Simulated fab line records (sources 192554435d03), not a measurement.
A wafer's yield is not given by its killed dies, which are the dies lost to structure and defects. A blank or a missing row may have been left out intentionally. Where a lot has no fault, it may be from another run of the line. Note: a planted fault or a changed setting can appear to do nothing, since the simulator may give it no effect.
Chamber matching -- flow n5_finfet -- N5_BEOL_M0_SAQP_ILD_DEP_01 on pecvd-02: 3 sister chambers
The step deposits SiOC from DEMS/O2, target thk 45.419 nm, time 8.7 s. 3 wafers are shown with their chamber, then 7 later ones without.

## WAFERS, EACH WITH ITS CHAMBER
wafer,chamber,throttle_valve_pct (%)
L087.4,0,11.0
L088.3,2,13.1
L088.5,1,12.2

## WAFERS WITH NO CHAMBER GIVEN
wafer,throttle_valve_pct (%)
L088.6,12.8
L096.3,11.5
L096.4,12.5
L096.5,11.3
L097.1,11.2
L097.3,12.1
L097.4,11.0

## THE CHAMBER EACH PASSED THROUGH
wafer,from the rows above,in truth
L088.6,can't be placed: 2 or 1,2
L096.3,can't be placed: 0 or 1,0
L096.4,can't be placed: 1 or 2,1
L096.5,0,0
L097.1,0,0
L097.3,1,1
L097.4,0,0
4 of 7 placed correctly. Can't be placed from these rows: 3 (the true chamber is among the candidates in 3). Placed wrongly: 0.
How it was worked out, from the rows above alone: a wafer's distance from a chamber is the root of the sum, over the readings, of the square of ((its reading less the chamber's mean) divided by the reading's scatter). If the next closest chamber is less than 2 further off than the closest, the wafer can't be placed; otherwise it belongs to the closest. The mean given for a chamber averages the wafers shown for that chamber. The scatter (one wafer shown for each chamber): square how far every hidden wafer sits from the nearest shown wafer, average those squares and take the square root.
